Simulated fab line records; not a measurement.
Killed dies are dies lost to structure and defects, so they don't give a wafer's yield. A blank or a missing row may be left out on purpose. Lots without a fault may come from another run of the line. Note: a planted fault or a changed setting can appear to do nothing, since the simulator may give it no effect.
The tool behind it: which one?	flow nandHarc	Sampling: 13 lots, 39 wafers, 5 of 1302 route steps

== WHAT THE GAUGES SHOWED, per wafer ==
NHARC_HYBRID_BOND_INSPECT_06: inspects for defects (ir void). Usual: 92 for rawDefectCount, sd 26.
lot	measured	on	rawDefectCount	flag
L931	day 23 11:41	defectInspect-02	121 132 108	
L932	day 23 11:40	defectInspect-02	71 93 74	
L933	day 24 04:44	defectInspect-02	113 109 106	
L934	day 25 06:21	defectInspect-02	62 69 72	
L935	day 25 06:20	defectInspect-01	125 133 118	
L936	day 25 23:23	defectInspect-02	123 111 118	
L937	day 27 03:58	defectInspect-02	130 112 115	
L938	day 26 21:43	defectInspect-01	34 48 43	
L939	day 27 03:58	defectInspect-01	79 94 92	
L943	day 28 08:41	defectInspect-02	63 54	
L950	day 32 13:32	defectInspect-01	109 123 109	
L953	day 32 13:34	defectInspect-01	65 77 62	
L954	day 33 06:53	defectInspect-01	86 75 57	

NHARC_END_SORT_01. Usual: defectLimitedYield 90.2 % (standard deviation 2.3); killedAtArray 62 (standard deviation 15); killedAtOther 0.8 (standard deviation 1); killedAtPeriphery 3.7 (standard deviation 2.6); killedDies 66 (standard deviation 15); killedOpen 3.1 (standard deviation 1.8); killedShort 2.6 (standard deviation 1.7).
lot	measured	on	defectLimitedYield (%)	killedAtArray	killedAtOther	killedAtPeriphery	killedDies	killedOpen	killedShort	flag
L943	day 29 02:34	prober-01	92.6 93.5 0	47 41 50	2 1 1	1 2 626	50 44 677	5 2 1	3 2 5	OFF

== TOOL THAT RAN EACH LOT (tool first, then ch and the chambers of the sampled wafers, then the start) ==
lot	NHARC_P_M0_DEP_00	NHARC_A_BONDPAD_CMP_19	NHARC_THIN_TSV_DEGAS_53
L931	pecvd-01 ch 0,2, day 6 00:39	cmp-04 ch 1,2, day 23 03:50	pvdSputter-01, day 23 21:30
L932	pecvd-04 ch 1,2, day 6 07:50	cmp-04 ch 0,1,2, day 23 02:32	pvdSputter-02, day 23 19:08
L933	pecvd-04 ch 0,1, day 6 20:52	cmp-02 ch 0,1,3, day 23 18:11	pvdSputter-03, day 24 12:23
L934	pecvd-04 ch 0,1, day 7 01:49	cmp-04 ch 0,3, day 24 21:03	pvdSputter-02, day 25 15:03
L935	pecvd-01 ch 0,2, day 7 12:59	cmp-03 ch 2,3, day 24 20:02	pvdSputter-02, day 25 13:52
L936	pecvd-04 ch 0,2, day 7 23:40	cmp-04 ch 0,3, day 25 12:13	pvdSputter-03, day 26 06:45
L937	pecvd-04 ch 0,1,2, day 8 16:08	cmp-04 ch 0,1,2, day 26 19:10	pvdSputter-01, day 27 12:38
L938	pecvd-04 ch 0,1,2, day 8 23:57	cmp-04 ch 0,1,3, day 26 11:40	pvdSputter-02, day 27 05:21
L939	pecvd-04 ch 0,1,2, day 9 07:20	cmp-03 ch 0,3, day 26 15:20	pvdSputter-03, day 27 11:28
L943	pecvd-04 ch 0,1,2, day 10 19:13	cmp-03 ch 0,1, day 27 23:26	pvdSputter-03, day 28 17:13
L950	pecvd-03 ch 0,1,2, day 14 04:58	cmp-02 ch 1,2, day 32 03:05	pvdSputter-03, day 32 21:01
L953	pecvd-03 ch 0,1,2, day 15 02:19	cmp-03 ch 0,3, day 32 05:13	pvdSputter-02, day 32 22:36
L954	pecvd-03 ch 1,2, day 15 09:50	cmp-04 ch 1,2, day 32 20:49	pvdSputter-03, day 33 14:34
- NHARC_P_M0_DEP_00: deposits SiOC, target thk 150 nm.
- NHARC_A_BONDPAD_CMP_19: polishes, t overpolish 30 s, cu recess touch 16 s, target thk 169.82 nm.
- NHARC_THIN_TSV_DEGAS_53: time 60 s.

== WHAT THE TOOLS THEMSELVES READ (means of the sampled wafers that have a number; where no wafer has one, the mark that the record gives instead) ==
NHARC_P_M0_DEP_00. Usual: 1490 V for showerheadVppV, sd 99.
lot	tool	showerheadVppV (V)	flag
L931	pecvd-01	1569	
L932	pecvd-04	1519	
L933	pecvd-04	1466	
L934	pecvd-04	1403	
L935	pecvd-01	1537	
L936	pecvd-04	1571	
L937	pecvd-04	1497	
L938	pecvd-04	1508	
L939	pecvd-04	1493	
L943	pecvd-04	1487	
L950	pecvd-03	1471	
L953	pecvd-03	1453	
L954	pecvd-03	1477	

NHARC_A_BONDPAD_CMP_19. Usual: motorCurrentA 11.5 A, standard deviation 1.2; overpolishRunS 29.999 s, standard deviation 0.0085.
lot	tool	motorCurrentA (A)	overpolishRunS (s)	flag
L931	cmp-04	12.2	29.994	
L932	cmp-04	11.1	29.996	
L933	cmp-02	11.5	30.002	
L934	cmp-04	10.5	30.001	
L935	cmp-03	12.6	30.001	
L936	cmp-04	10.4	30.000	
L937	cmp-04	11.4	29.992	
L938	cmp-04	10.4	29.997	
L939	cmp-03	12.0	29.999	
L943	cmp-03	11.3	30.002	
L950	cmp-02	11.3	29.999	
L953	cmp-03	12.1	29.991	
L954	cmp-04	12.1	29.996	

NHARC_THIN_TSV_DEGAS_53. Usual: heaterPowerW 483 W, standard deviation 51; susceptorTempC 299.99 C, standard deviation 0.17.
lot	tool	heaterPowerW (W)	susceptorTempC (C)	flag
L931	pvdSputter-01	441	299.87	
L932	pvdSputter-02	517	-	OFF
L933	pvdSputter-03	472	299.95	
L934	pvdSputter-02	484	300.08	
L935	pvdSputter-02	465	-	OFF
L936	pvdSputter-03	483	299.97	
L937	pvdSputter-01	504	299.98	
L938	pvdSputter-02	494	300.01	
L939	pvdSputter-03	469	-	OFF
L943	pvdSputter-03	475	-	OFF
L950	pvdSputter-03	495	299.95	
L953	pvdSputter-02	493	-	OFF
L954	pvdSputter-03	483	300.15	

== THE ANSWER, worked out from the rows above alone ==
Rule: a lot counts as off when the mean over its wafers that have a number is more than 3 standard deviations away from the usual mean. A lot without any number at a reading at which 4 lots or more have one is off too. Any other lot the step has rows for is counted as sound. After the gauges, taken in route order, come the tools' own readings; for these a lot's mean is taken, as printed above. The first step at which some lot is off is used, and at that step the reading that is off furthest; a lot without a number counts as furthest.
Off, at NHARC_END_SORT_01 on killedAtPeriphery: L943. Neither off nor sound, because the step has no rows for them: L931, L932, L933, L934, L935, L936, L937, L938, L939, L950, L953, L954.
A tool fits if, at a process step before that reading, it ran every lot that is off, and no sound lot after the first of them. Not tried: the gauges at NHARC_END_SORT_01; whatever is off there is also off at NHARC_THIN_TSV_DEGAS_53, on other tools, and gauge error can't account for it. Can't be told from this: 3 tools fit, pecvd-04 at NHARC_P_M0_DEP_00, cmp-03 at NHARC_A_BONDPAD_CMP_19, pvdSputter-03 at NHARC_THIN_TSV_DEGAS_53.

== WHAT THE SIMULATOR HAD PUT IN ==
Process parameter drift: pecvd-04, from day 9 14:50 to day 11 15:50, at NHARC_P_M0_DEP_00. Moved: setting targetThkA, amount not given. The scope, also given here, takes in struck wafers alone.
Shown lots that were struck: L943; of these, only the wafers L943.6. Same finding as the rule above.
